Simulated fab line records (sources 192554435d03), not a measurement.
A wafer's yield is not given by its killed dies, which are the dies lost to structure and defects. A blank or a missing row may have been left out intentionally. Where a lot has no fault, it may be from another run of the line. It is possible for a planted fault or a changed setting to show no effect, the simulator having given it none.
fab line records + flow n5-finfet
record
- lots=4
- wafers=12
- last-day=17
route steps=1938 shown BEOL_M2@857 BEOL_M4@1111 PASSIVATION@1936
lots untouched by any fault: they come from a run of this same line in which no faults occurred
start-h: hours from the record's opening day to when the first of the lot's shown wafers began + wait-h: hours from the lot's prior step to this one + " identical to the entry in the row above + L1.1+2: one row covering several wafers at once + - either no value or no given start + * or withheld: withheld + < > ~ a bound
route shown NAME@n: a module of which the file shows steps, and the number in the route of the first + usual: mean/standard deviation of fault-free wafers + same: alike in all rows + chamber/n: place in a boat + sites: readings site by site + _std_site: their standard deviation + _edge_site: inner sites' mean taken away from outer sites' mean + radius-mm: how far each site lies from the wafer's centre + mask NAME#n: copy n + behind: the most recent tool/chamber to have shaped the wafer + hold: why the lot went on hold/how many hours it stayed there/how the hold came to an end + device: which transistor (n, p or np) failed to switch + end of line: the route-end tests of the same wafers + for a step that has no rows: nothing shown but its recipe + killed: dies lost to structure and defects at the first sort, not the wafer's yield + map: a wafer's dies, x killed, . not, _ none there
set.NAME: setting as actually run; set.NAME@STEP: the setting as run at that earlier step + model.NAME: the simulator's own value behind a step, which no gauge read
certain route steps with their lots: each step a table, each wafer a row
services: a tool's chamber out of use, with start hour (start-h, from the record's first day; less than 0 if before it), hours out, and reason
## steps
# step N5_BEOL_M2_DESCUM_16
# recipe
- chemistry=O2
- time-s=7
- source-power-w=50
- bias-power-w=20
- pressure-mtorr=20
- rf-frequency-hz=2.712e+07
- temp-c=40
- resist=CAR-EUV
- o2-flow-sccm=225
# step N5_BEOL_M2_ETCH_74
# recipe
- chemistry=N2/H2
- target=underlayer
- target-depth-a=65
- mask-material=CAR-EUV
- time-s=5.2
- ion-energy-ev=200
- pressure-mtorr=30
- source-w=840
- bias-w=150
- n2-flow-sccm=200
- h2-flow-sccm=200
- ends=cleared
# step N5_BEOL_M2_ETCH_63
# recipe
- chemistry=CF4
- target=SiARC
- target-depth-a=156
- mask-material=CAR-EUV
- time-s=26
- ion-energy-ev=80
- pressure-mtorr=40
- source-w=545
- bias-w=36
- Ar_flow_sccm=100
- cf4-flow-sccm=100
- ends=cleared
# step N5_BEOL_M2_ETCH_64
# recipe
- chemistry=N2/H2
- target=SOC
- target-depth-a=750
- overetch-a=225
- mask-material=SiARC
- temp-c=40
- time-s=121.9
- ion-energy-ev=200
- pressure-mtorr=30
- source-w=840
- bias-w=150
- n2-flow-sccm=200
- h2-flow-sccm=200
# step N5_BEOL_M2_STRIP_65
# recipe
- chemistry=N2/H2
- temp-c=40
- n2-flow-sccm=200
- h2-flow-sccm=200
- rf-frequency-hz=6e+07
# step N5_BEOL_M2_STRIP_75
# recipe
- chemistry=N2/H2
- temp-c=40
- n2-flow-sccm=200
- h2-flow-sccm=200
- rf-frequency-hz=6e+07
# step N5_BEOL_M2_STRIP_66
# recipe
- chemistry=CF4
- resist=SiARC
- power-w=300
- bias-power-w=75
- pressure-mtorr=50
- cf4-flow-sccm=150
- rf-frequency-hz=6e+07
# step N5_BEOL_M2_HM_OPEN_17
# recipe
- chemistry=Cl2/BCl3
- target-depth-a=200
- overetch-a=60
- target=TiN
- mask-material=SOC
- ion-energy-ev=150
- pressure-mtorr=10
- icp-w=1000
- bias-w=126
- Cl2_flow_sccm=53.25
- bcl3-flow-sccm=21.75
- Ar_flow_sccm=25
# step N5_BEOL_M2_STRIP_19
# recipe
- chemistry=O2
- power-w=400
- temp-c=40
- pressure-mtorr=30
- rf-frequency-hz=6e+07
- bias-power-w=0
- overash-fraction=0.2
- o2-flow-sccm=225
# step N5_BEOL_M2_COAT_67
# recipe
- resist=SOC
- temp-c=250
- time-s=60
- spin-rpm=1500
- resist-thk-nm=60
# step N5_BEOL_M2_COAT_68
# recipe
- resist=SiARC
- temp-c=220
- time-s=60
- spin-rpm=1500
- resist-thk-nm=12
# step N5_BEOL_M2_COAT_76
# recipe
- resist=underlayer
- temp-c=205
- time-s=60
- spin-rpm=1500
- resist-thk-nm=5
# usual
- spin-speed-rpm=1499.9/1.1
| lot.wafer | tool           | chamber | start-h | wait-h | spin-speed-rpm |
|-----------|----------------|---------|---------|--------|----------------|
| L122.1    | litho-track-03 | 0       | 140.32  | -      | 1499.2         |
| L122.4    | "              | 0       | "       | "      | 1500.1         |
| L122.5    | "              | 0       | "       | "      | 1499.7         |
| L131.1    | litho-track-04 | 0       | 186.39  | -      | 1498.9         |
| L131.4    | "              | 0       | "       | "      | 1499.9         |
| L131.6    | "              | 0       | "       | "      | 1500.5         |
| L139.1    | litho-track-04 | 0       | 239.98  | -      | 1537.9         |
| L139.2    | "              | 0       | "       | "      | 1537.8         |
| L139.5    | "              | 0       | "       | "      | 1536.5         |
| L143.2    | litho-track-04 | 0       | 265.96  | -      | 1538.9         |
| L143.5    | "              | 0       | "       | "      | 1538.5         |
| L143.6    | "              | 0       | "       | "      | 1538.0         |
# step N5_BEOL_M2_COAT_22
# recipe
- resist=CAR-EUV
- spin-rpm=1500
- resist-thk-nm=30
# step N5_BEOL_M2_EBR_24
# recipe
- solvent=PGMEA
- ebr-width-mm=1.5
# step N5_BEOL_M2_SOFTBAKE_23
# recipe
- temp-c=110
- time-s=60
- resist=CAR-EUV
# step N5_BEOL_M2_EXPOSE_25
# recipe
- mask-id=V1
- na=0.33
- source-shape=quasar
- sigma-inner=0.2
- sigma-outer=0.8
- polarization=unpolarized
- defocus-nm=5
- dose-mj=63
# step N5_BEOL_M2_PEB_26
# recipe
- peb-temp-c=100
- peb-time-s=60
- resist=CAR-EUV
# step N5_BEOL_M2_DEVELOP_27
# recipe
- develop-time-s=30
- developer=TMAH
- resist=CAR-EUV
- rinse-liquid=surfactant-rinse
- dry=air-spin
- dev-temp-c=23
# step N5_BEOL_M2_DESCUM_33
# recipe
- chemistry=O2
- time-s=7
- source-power-w=50
- bias-power-w=20
- pressure-mtorr=20
- rf-frequency-hz=2.712e+07
- temp-c=40
- resist=CAR-EUV
- o2-flow-sccm=225
# step N5_BEOL_M2_ETCH_77
# recipe
- chemistry=N2/H2
- target=underlayer
- target-depth-a=65
- mask-material=CAR-EUV
- time-s=5.2
- ion-energy-ev=200
- pressure-mtorr=30
- source-w=840
- bias-w=150
- n2-flow-sccm=200
- h2-flow-sccm=200
- ends=cleared
# usual
- bias-w=150.1/0.46
- drypump-motor-current-A=5.9/0.55
- etch-rf-on-time-s=5.22/0.093
- h2-flow-sccm=200.0/0.56
- oes-product-au=0.69/0.081
- rf-vpp-V=524.3/2.8
- showerhead-plenum-p-Torr=2.56/0.095
- throttle-valve-pct=17.90/0.19
| lot.wafer | tool        | chamber | start-h | wait-h | bias-w | drypump-motor-current-A | etch-rf-on-time-s | h2-flow-sccm | oes-product-au | rf-hours-counter-h | rf-vpp-V | showerhead-plenum-p-Torr | throttle-valve-pct | model.etch.depth-nm |
|-----------|-------------|---------|---------|--------|--------|-------------------------|-------------------|--------------|----------------|--------------------|----------|--------------------------|--------------------|---------------------|
| L122.1    | rie-diel-01 | 1       | 140.88  | 0.0    | 150.7  | 6.0                     | 5.09              | 200.0        | 0.76           | 39                 | 524.7    | 2.59                     | 18.02              | 5.023               |
| L122.4    | "           | 3       | "       | "      | 150.3  | 5.4                     | 5.36              | 200.9        | 0.64           | -                  | 523.5    | 2.56                     | 18.22              | 5.023               |
| L122.5    | "           | 2       | "       | "      | 149.3  | 6.8                     | 5.25              | 199.6        | 0.66           | -                  | 522.4    | 2.55                     | 17.83              | 5.019               |
| L131.1    | rie-diel-02 | 3       | 186.83  | 0.0    | 150.3  | 5.7                     | 5.31              | 200.0        | 0.62           | 179                | 525.8    | 2.64                     | 17.95              | 5.016               |
| L131.4    | "           | 2       | "       | "      | 150.4  | 5.1                     | 5.12              | 200.2        | 0.77           | 16                 | 521.6    | 2.50                     | 17.66              | 4.987               |
| L131.6    | "           | 3       | "       | "      | 149.9  | 5.7                     | 5.25              | 199.9        | 0.63           | -                  | 526.9    | 2.64                     | 17.95              | 5.004               |
| L139.1    | rie-diel-05 | 3       | 240.41  | 0.0    | 149.0  | 5.9                     | 4.97              | 200.0        | 0.78           | 31                 | 526.9    | 2.70                     | 17.89              | 4.946               |
| L139.2    | "           | 2       | "       | "      | 149.9  | 5.7                     | 5.14              | 200.1        | 0.73           | 55                 | 525.2    | 2.58                     | 18.11              | 4.962               |
| L139.5    | "           | 2       | "       | "      | 150.4  | 5.7                     | 5.07              | 199.4        | 0.73           | -                  | 524.7    | 2.58                     | 18.11              | 4.958               |
| L143.2    | rie-diel-05 | 2       | 266.83  | 0.0    | 149.4  | 5.7                     | 5.20              | 200.5        | 0.72           | 65                 | 525.0    | 2.58                     | 18.10              | 4.959               |
| L143.5    | "           | 3       | "       | "      | 150.0  | 6.0                     | 5.08              | 199.8        | 0.76           | -                  | 529.0    | 2.69                     | 17.92              | 4.952               |
| L143.6    | "           | 2       | "       | "      | 149.8  | 5.7                     | 5.17              | 200.8        | 0.71           | -                  | 525.9    | 2.58                     | 18.11              | 4.941               |
# step N5_BEOL_M2_ETCH_69
# recipe
- chemistry=CF4
- target=SiARC
- target-depth-a=156
- mask-material=CAR-EUV
- time-s=26
- ion-energy-ev=80
- pressure-mtorr=40
- source-w=545
- bias-w=36
- Ar_flow_sccm=100
- cf4-flow-sccm=100
- ends=cleared
# step N5_BEOL_M4_RC_MEAS_101
# usual
- DIBL_N=36.3/1.6
- DIBL_P=36.4/1.8
- IOFF_N=0.163/0.027
- IOFF_P=0.22/0.033
- ION_N=673/9.8
- ION_P=461/6.7
- SS_N=71.5/0.58
- SS_P=73.4/0.67
- VT_N=249.4/2.9
- VT_P=-250/3.2
| lot.wafer | tool      | chamber | start-h | wait-h | DIBL_N[mV/V] | DIBL_P[mV/V] | IOFF_N[nA/um] | IOFF_P[nA/um] | ION_N[uA/um] | ION_P[uA/um] | SS_N[mV/dec] | SS_P[mV/dec] | VT_N[mV] | VT_P[mV] |
|-----------|-----------|---------|---------|--------|--------------|--------------|---------------|---------------|--------------|--------------|--------------|--------------|----------|----------|
| L122.1    | prober-02 | 0       | 172.21  | 0.0    | 34.5         | 34.7         | 0.138         | 0.20          | 666          | 462          | 71.5         | 72.8         | 252.0    | -249     |
| L122.4    | "         | 0       | "       | "      | 36.2         | 36.2         | 0.166         | 0.22          | 668          | 453          | 72.8         | 73.4         | 248.2    | -249     |
| L122.5    | "         | 0       | "       | "      | 36.1         | 35.8         | 0.161         | 0.21          | 668          | 463          | 71.5         | 72.8         | 250.3    | -252     |
| L131.1    | prober-02 | 0       | 232.02  | 0.0    | 36.1         | 36.0         | 0.146         | 0.19          | 668          | 455          | 72.0         | 73.3         | 252.8    | -253     |
| L131.4    | "         | 0       | "       | "      | 38.7         | 40.8         | 0.217         | 0.26          | 696          | 475          | 72.2         | 74.5         | 243.4    | -247     |
| L131.6    | "         | 0       | "       | "      | 36.9         | 37.7         | 0.165         | 0.20          | 670          | 460          | 72.0         | 73.3         | 249.9    | -251     |
| L139.1    | prober-02 | 0       | 281.43  | 0.0    | 37.4         | 37.3         | 0.176         | 0.24          | 677          | 460          | 71.4         | 72.9         | 248.4    | -247     |
| L139.2    | "         | 0       | "       | "      | 37.0         | 36.7         | 0.176         | 0.23          | 679          | 467          | 71.2         | 72.8         | 246.1    | -247     |
| L139.5    | "         | 0       | "       | "      | 37.0         | 36.7         | 0.183         | 0.24          | 685          | 467          | 71.3         | 73.2         | 242.8    | -247     |
| L143.2    | prober-02 | 0       | 306.91  | 0.2    | 38.5         | 36.6         | 0.150         | 0.20          | 672          | 457          | 71.9         | 73.2         | 252.8    | -253     |
| L143.5    | "         | 0       | "       | "      | 39.3         | 37.7         | 0.169         | 0.21          | 685          | 461          | 71.9         | 74.1         | 250.6    | -251     |
| L143.6    | "         | 0       | "       | "      | 39.6         | 37.7         | 0.165         | 0.22          | 672          | 463          | 71.7         | 74.0         | 252.2    | -252     |
# step N5_PASSIVATION_PROBE_49
# usual
- defect-limited-yield=91.6/1.4
- killed_at_M0_to_M3=30/8.7
- killed_at_M4_up=14/5.4
- killed-at-contacts=11/6.4
- killed-at-front-end=40/12
- killed-at-other=3/3.1
- killed-dies=99/17
- killed-open=64/12
- killed-short=33/8.1
- sort_bin_5_function=4.9/0.88
- sort_bin_6_memory=3.1/0.69
- sort-n-pass=1081/17
- sort-yield-pct=91.6/1.4
# same
- gross-dies=1180
- killed-at-back-side=0
- sort_bin_4_leakage[%]=0
- sort_bin_8_speed[%]=0
| lot.wafer | tool      | chamber | start-h | wait-h | defect-limited-yield[%] | killed_at_M0_to_M3 | killed_at_M4_up | killed-at-contacts | killed-at-front-end | killed-at-other | killed-dies | killed-open | killed-short | sort_bin_5_function[%] | sort_bin_6_memory[%] | sort-n-pass | sort-yield-pct[%] |
|-----------|-----------|---------|---------|--------|-------------------------|--------------------|-----------------|--------------------|---------------------|-----------------|-------------|-------------|--------------|------------------------|----------------------|-------------|-------------------|
| L122.1    | prober-01 | -       | 288.04  | 0.0    | 92.5                    | 41                 | 7               | 2                  | 37                  | 1               | 88          | 58          | 27           | 3.9                    | 3.5                  | 1092        | 92.5              |
| L122.4    | prober-01 | -       | 288.19  | 0.2    | 92.3                    | 39                 | 15              | 4                  | 33                  | 0               | 91          | 55          | 34           | 4.8                    | 2.6                  | 1089        | 92.3              |
| L122.5    | prober-01 | -       | 288.24  | 0.2    | 90.3                    | 25                 | 11              | 8                  | 70                  | 1               | 115         | 73          | 39           | 5.0                    | 4.0                  | 1065        | 90.3              |
| L139.1    | prober-02 | -       | 399.95  | 0.0    | 89.5                    | 32                 | 19              | 9                  | 59                  | 5               | 124         | 82          | 38           | 6.9                    | 3.5                  | 1056        | 89.5              |
| L139.2    | prober-02 | -       | 400.00  | 0.1    | 92.0                    | 28                 | 16              | 10                 | 38                  | 2               | 94          | 62          | 29           | 4.3                    | 3.5                  | 1086        | 92.0              |
| L139.5    | prober-02 | -       | 400.15  | 0.2    | 91.4                    | 23                 | 12              | 10                 | 53                  | 3               | 101         | 69          | 26           | 5.4                    | 3.0                  | 1079        | 91.4              |
# killed by level:class
L122.1 BEOL_M0_SAQP:geometric-particle:open=13 BEOL_M0_SAQP:geometric-particle:short=9 BEOL_M2:geometric-particle:open=8 FIN_SAQP:geometric-particle:open=7 GATE_CUT:geometric-particle:open=7 STARTING-WAFER:geometric-particle:open=5 BEOL_M3:geometric-particle:open=4 STI_FIN_REVEAL:geometric-particle:open=3
L122.4 FIN_SAQP:geometric-particle:short=13 BEOL_M2:geometric-particle:open=11 BEOL_M3:geometric-particle:open=7 BEOL_M0_SAQP:geometric-particle:short=6 FIN_SAQP:geometric-particle:open=5 BEOL_M0_SAQP:geometric-particle:open=5 BEOL_M4:geometric-particle:open=5 BEOL_M0:geometric-particle:open=4
L122.5 FIN_SAQP:geometric-particle:open=17 FIN_SAQP:geometric-particle:short=15 STI_FIN_REVEAL:geometric-particle:open=7 GATE_CUT:geometric-particle:short=7 BEOL_M3:geometric-particle:open=6 BEOL_M2:geometric-particle:open=6 GATE_CUT:geometric-particle:open=6 MOL_CONTACT_COAG:geometric-particle:open=6
L139.1 STI_FIN_REVEAL:geometric-particle:open=17 FIN_SAQP:geometric-particle:open=12 BEOL_M2:geometric-particle:open=10 GATE_CUT:geometric-particle:short=9 BEOL_M4:geometric-particle:open=8 MOL_CONTACT_COAG:geometric-particle:open=7 FIN_SAQP:geometric-particle:short=5 BEOL_M0_SAQP:geometric-particle:short=5
L139.2 STI_FIN_REVEAL:geometric-particle:open=12 GATE_CUT:geometric-particle:short=9 MOL_CONTACT_COAG:geometric-particle:open=9 BEOL_M0_SAQP:geometric-particle:short=9 FIN_SAQP:geometric-particle:open=7 BEOL_M4:geometric-particle:open=7 BEOL_M0_SAQP:geometric-particle:open=6 BEOL_M2:geometric-particle:open=6
L139.5 STI_FIN_REVEAL:geometric-particle:open=13 MOL_CONTACT_COAG:geometric-particle:open=10 BEOL_M2:geometric-particle:open=9 FIN_SAQP:geometric-particle:short=8 FIN_SAQP:geometric-particle:open=8 DUMMY_GATE:geometric-particle:open=8 GATE_CUT:geometric-particle:short=8 BEOL_M0_SAQP:geometric-particle:open=4
## services
| tool        | chamber | start-h | hours | kind                          |
|-------------|---------|---------|-------|-------------------------------|
| rie-diel-01 | 0       | 126.26  | -     | clean                         |
| rie-diel-01 | 0       | 126.26  | -     | consumable-replace:focus-ring |
| rie-diel-01 | 0       | 126.26  | 17.8  | scheduled-down                |
| rie-diel-01 | 0       | 126.26  | 17.8  | vent-cycle                    |
| rie-diel-02 | 2       | 127.18  | -     | clean                         |
| rie-diel-02 | 2       | 127.18  | -     | consumable-replace:focus-ring |
| rie-diel-02 | 2       | 127.18  | 24.2  | scheduled-down                |
| rie-diel-02 | 2       | 127.18  | 24.2  | vent-cycle                    |
| rie-diel-05 | 3       | 129.72  | -     | clean                         |
| rie-diel-05 | 3       | 129.72  | -     | consumable-replace:focus-ring |
| rie-diel-05 | 3       | 129.72  | -     | consumable-replace:showerhead |
| rie-diel-05 | 2       | 143.71  | 5.1   | repair                        |
| rie-diel-02 | 0       | 158.33  | 3.4   | repair                        |
| rie-diel-02 | 3       | 159.94  | 8.9   | repair                        |
| rie-diel-02 | 0       | 168.83  | -     | clean                         |
| rie-diel-02 | 0       | 168.83  | -     | consumable-replace:focus-ring |
| rie-diel-02 | 0       | 168.83  | -     | consumable-replace:showerhead |
| rie-diel-02 | 0       | 168.83  | 17.6  | scheduled-down                |
| rie-diel-02 | 0       | 168.83  | 17.6  | vent-cycle                    |
| rie-diel-05 | -       | 187.38  | 0.9   | repair                        |
| rie-diel-01 | 2       | 196.04  | 7.1   | repair                        |
| rie-diel-01 | 1       | 201.64  | 6.7   | repair                        |
| rie-diel-01 | -       | 241.09  | 2.8   | pm                            |
| rie-diel-02 | 2       | 258.74  | 4.7   | repair                        |
## key
first-sign
- step=N5_BEOL_M2_COAT_76
- reading=spin-speed-rpm
- direction=up
- sigmas=35
- usual=*
- struck=*
effect none on later readings
model-effect
- step=N5_BEOL_M2_ETCH_77
- value=etch.depth-nm
- without=5.016
- struck=4.953
met-at N5_BEOL_M2_COAT_76
struck-wafers L139.1,L139.2,L139.5,L143.2,L143.5,L143.6
onset-between 186.39 239.98
fault
- kind=process-parameter-drift
- tool=litho-track-04
- chamber=-
- onset-h=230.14
- steps=N5_BEOL_M2_COAT_76
- channel=spin-rpm
- offset=*
- shape=step
- end-h=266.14
- acts-in=*
- stated=*
